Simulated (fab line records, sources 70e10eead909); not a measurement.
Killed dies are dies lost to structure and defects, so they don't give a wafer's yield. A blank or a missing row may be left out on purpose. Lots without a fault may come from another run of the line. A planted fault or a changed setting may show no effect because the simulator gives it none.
Chamber matching | flow nand_harc | NHARC_A_CONTACT_ETCH_90 on rie_diel-05: 4 sister chambers
The step etches the open film in CH3F/O2, target depth 40 nm, time 85.7 s. 8 wafers are shown with their chamber, then 11 later ones without.

WAFERS WITH THEIR CHAMBER
wafer  | chamber | showerhead_plenum_p_Torr (Torr) | drypump_motor_current_A (A)
L080.3 | 3       | 2.50                            | 5.9
L087.1 | 0       | 2.60                            | 5.5
L087.2 | 1       | 2.58                            | 6.5
L087.6 | 2       | 2.65                            | 5.7
L090.1 | 2       | 2.65                            | 5.7
L090.3 | 1       | 2.58                            | 6.6
L090.5 | 3       | 2.49                            | 5.9
L088.4 | 0       | 2.60                            | 5.5

WAFERS WITHOUT THEIR CHAMBER
wafer  | showerhead_plenum_p_Torr (Torr) | drypump_motor_current_A (A)
L088.5 | 2.58                            | 6.5
L088.6 | 2.60                            | 5.4
L095.2 | 2.49                            | 5.9
L095.3 | 2.59                            | 5.4
L095.6 | 2.59                            | 5.5
L097.2 | 2.58                            | 6.6
L097.3 | 2.64                            | 5.7
L097.6 | 2.48                            | 5.9
L096.1 | 2.59                            | 5.4
L096.2 | 2.58                            | 6.6
L096.6 | 2.49                            | 5.9

WHICH CHAMBER EACH WENT THROUGH
wafer  | from the rows above | in truth
L088.5 | 1                   | 1
L088.6 | 0                   | 0
L095.2 | 3                   | 3
L095.3 | 0                   | 0
L095.6 | 0                   | 0
L097.2 | 1                   | 1
L097.3 | 2                   | 2
L097.6 | 3                   | 3
L096.1 | 0                   | 0
L096.2 | 1                   | 1
L096.6 | 3                   | 3
Placed correctly: 11 of 11. Can't be placed from these rows: 0. Placed wrongly: 0.
How it was worked out, from the rows above alone: a wafer's distance from a chamber is the root of the sum, over the readings, of the square of ((its reading less the chamber's mean) divided by the reading's scatter). The wafer belongs to the nearest chamber; if the next one is less than 2 further off, it can't be placed. A chamber's mean is the mean of its shown wafers. The scatter: the root of (the sum of the squares of (reading less its chamber's mean) over the shown wafers, divided by (wafers less chambers)).
